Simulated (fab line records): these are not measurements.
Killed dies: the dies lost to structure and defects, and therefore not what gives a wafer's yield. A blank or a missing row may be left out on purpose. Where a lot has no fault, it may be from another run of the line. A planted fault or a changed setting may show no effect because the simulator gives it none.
Comparing a struck lot with a sound one | flow nand harc | 21 steps out of a route of 1159
Sound: the wafers L566.3, L566.5, L566.6. Wafers L579.1, L579.2, L579.4 were the ones struck. Last of all comes the cause.
At each step with rows: each side's tool, then ch and its chambers, then its first start. Under that, the readings that differ: sound wafers | struck wafers | difference of the means | sigmas: that difference in standard deviations of wafers without a fault.
alike: same words and numbers on both sides, and readings whose means sit less than 2 such deviations apart. not compared: any withheld reading, any reading some wafer has no value for, any bound like >300 that may hide the same value, and any number with overlapping values for which the record gives no deviation.
A row with sigmas, a row that says differs or no value, or rows on one side alone: a step with any of these is where the two part. Non-overlapping numbers with no deviation appear without sigmas and do not part them. A reading that every wafer of one side lacks parts them only if that side has two wafers or more.

NHARC_A_CHANNEL_HOLE_D1_CD_MEAS_18:
  sound: cd sem-01 at day 8 19:12; struck: cd sem-02 at day 11 18:53
  alike: cd nm
then, 1 step without rows for these wafers: NHARC_A_CHANNEL_HOLE_D1_ETCH_19 (etches the open film in C4F8/O2/Ar, time 34.5 s).
NHARC_A_CHANNEL_HOLE_D1_ETCH_20: etches the open film in C4F8/O2/Ar, time 361.9 s, target depth 1600 nm.
  sound on har etch-02 ch 0,1, day 8 23:01; struck on har etch-01 ch 0,1, day 11 22:43
  alike: c4f8 flow sccm, drypump motor current A, showerhead plenum p Torr, throttle valve pct
  not compared: rf hours counter h
then, 1 step without rows for these wafers: NHARC_A_CHANNEL_HOLE_D1_ETCH_21 (etches the open film in C4F8/O2/Ar, time 514.3 s, target depth 1600 nm).
NHARC_A_CHANNEL_HOLE_D1_ETCH_22: etches the open film in C4F8/O2/Ar, time 666.7 s, target depth 1600 nm.
  sound on har etch-02 ch 0,1, day 8 23:52; struck on har etch-01 ch 0,1, day 11 23:29
  alike: c4f8 flow sccm, drypump motor current A, showerhead plenum p Torr, throttle valve pct
  not compared: rf hours counter h
NHARC_A_CHANNEL_HOLE_D1_ETCH_23: etches the open film in C4F8/O2/Ar, time 819 s, target depth 1600 nm.
  sound on har etch-02 ch 0,1, day 9 00:28; struck on har etch-01 ch 0,1, day 12 00:03
  alike: c4f8 flow sccm, drypump motor current A, showerhead plenum p Torr, throttle valve pct
  not compared: rf hours counter h
then, 2 steps without rows for these wafers: NHARC_A_CHANNEL_HOLE_D1_ETCH_24 (etches the open film in C4F8/O2/Ar, time 906.2 s, target depth 1500 nm); NHARC_A_CHANNEL_HOLE_D1_ETCH_25 (etches the open film in C4F8/O2/Ar, time 1040.2 s, target depth 1500 nm).
NHARC_A_CHANNEL_HOLE_D1_ETCH_26: etches the open film in C4F8/O2/Ar, time 224.1 s, target depth 300 nm.
  sound on har etch-02 ch 0,1, day 9 02:38; struck on har etch-01 ch 0,1, day 12 02:24
  alike: c4f8 flow sccm, drypump motor current A, showerhead plenum p Torr, throttle valve pct
  not compared: rf hours counter h
then, 3 steps without rows for these wafers: NHARC_A_CHANNEL_HOLE_D1_ETCH_33 (etches the open film in C4F8/O2/Ar, time 90 s, target depth 400 nm); NHARC_A_CHANNEL_HOLE_D1_STRIP_41 (strips in N2/H2); NHARC_A_CHANNEL_HOLE_D1_STRIP_42 (strips in CF4/CHF3).
NHARC_A_CHANNEL_HOLE_D1_STRIP_43: strips in O2/COS.
  sound on rie diel-10 ch 1,2,3, day 9 03:28; struck on rie diel-10 ch 0,1,2, day 12 03:17
then, 1 step without rows for these wafers: NHARC_A_CHANNEL_HOLE_D1_ETCH_44 (etches the open film in CF4/O2, target depth 140 nm, overetch 14 nm, time 77 s).
NHARC_A_CHANNEL_HOLE_D1_STRIP_27: strips in O2.
  sound on rie diel-10 ch 1,2,3; struck on rie diel-10 ch 1,2,3
  alike: drypump motor current A, oes product au, rf vpp V, showerhead plenum p Torr, throttle valve pct
  not compared: rf hours counter h
then, 2 steps without rows for these wafers: NHARC_A_CHANNEL_HOLE_D1_PRECLEAN_28 (cleans in SC1); NHARC_A_CHANNEL_HOLE_D1_SRD_29.
NHARC_A_CHANNEL_HOLE_D1_CD_MEAS_30:
  sound: cd sem-02 at day 9 04:19; struck: cd sem-03 at day 12 04:10
  alike: cd nm
following that, these wafers have no rows for 1 step: NHARC_A_CHANNEL_HOLE_D1_XSEM_31.
NHARC_A_CHANNEL_HOLE_D1_INSPECT_40:
  sound: defect inspect-02 at day 9 04:31; struck: defect inspect-01 at day 12 04:21
  alike: raw defect count
-- record jumps: 10 days between struck wafers' starts before vs after; left off in module A_CHANNEL_HOLE_D1, resumes in module END, first step shown is number 1159 of the route --
NHARC_END_SORT_01:
  the record has rows for the struck wafers here (prober-02 ch 0, day 22 03:17) and none for the sound ones

WHERE THEY PART
NHARC_END_SORT_01 only, going by this record.

WHY: what the simulator had put in
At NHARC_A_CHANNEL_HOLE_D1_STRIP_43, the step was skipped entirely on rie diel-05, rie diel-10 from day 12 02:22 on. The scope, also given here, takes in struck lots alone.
